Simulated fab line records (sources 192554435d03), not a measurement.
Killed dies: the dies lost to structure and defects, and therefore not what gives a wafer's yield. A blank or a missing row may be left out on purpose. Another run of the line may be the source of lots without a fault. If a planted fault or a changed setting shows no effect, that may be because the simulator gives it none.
Chamber matching + flow n5Finfet + N5_BEOL_M0_CUTY_ETCH_62 on rieDiel-01 has 4 sister chambers
The step etches SiARC in CF4, time 58.5 s. 8 wafers are shown with their chamber, then 10 later ones without.

## WAFERS, EACH WITH ITS CHAMBER
| wafer  | chamber | drypumpMotorCurrentA (A) | showerheadPlenumPTorr (Torr) |
|--------|---------|--------------------------|------------------------------|
| L081.1 | 2       | 5.3                      | 2.28                         |
| L082.6 | 0       | 5.8                      | 2.16                         |
| L086.1 | 0       | 5.7                      | 2.16                         |
| L086.4 | 1       | 5.1                      | 2.27                         |
| L085.3 | 1       | 5.1                      | 2.27                         |
| L085.5 | 3       | 6.3                      | 2.10                         |
| L089.3 | 3       | 6.3                      | 2.10                         |
| L089.4 | 2       | 5.3                      | 2.27                         |

## WAFERS WITH NO CHAMBER GIVEN
| wafer  | drypumpMotorCurrentA (A) | showerheadPlenumPTorr (Torr) |
|--------|--------------------------|------------------------------|
| L089.6 | 5.1                      | 2.27                         |
| L093.2 | 6.3                      | 2.10                         |
| L093.3 | 5.1                      | 2.27                         |
| L093.4 | 5.8                      | 2.15                         |
| L094.2 | 5.4                      | 2.27                         |
| L094.4 | 5.8                      | 2.15                         |
| L094.5 | 6.3                      | 2.10                         |
| L095.1 | 6.3                      | 2.10                         |
| L095.3 | 5.1                      | 2.27                         |
| L095.6 | 5.7                      | 2.15                         |

## CHAMBER TAKEN BY EACH
| wafer  | from the rows above | in truth |
|--------|---------------------|----------|
| L089.6 | 1                   | 1        |
| L093.2 | 3                   | 3        |
| L093.3 | 1                   | 1        |
| L093.4 | 0                   | 0        |
| L094.2 | 2                   | 2        |
| L094.4 | 0                   | 0        |
| L094.5 | 3                   | 3        |
| L095.1 | 3                   | 3        |
| L095.3 | 1                   | 1        |
| L095.6 | 0                   | 0        |
Correctly placed: 10 of 10. Number that these rows cannot place: 0. Placed wrongly: 0.
How it was worked out, from the rows above alone: a wafer's distance from a chamber is the root of the sum, over the readings, of the square of ((its reading less the chamber's mean) divided by the reading's scatter). If the next closest chamber is less than 2 further off than the closest, the wafer can't be placed; otherwise it belongs to the closest. Each chamber's mean is taken over the wafers shown for it. How the scatter is found: for the shown wafers, subtract from each reading the mean of its chamber, square and add these, divide the total by (wafers less chambers), then take the root.
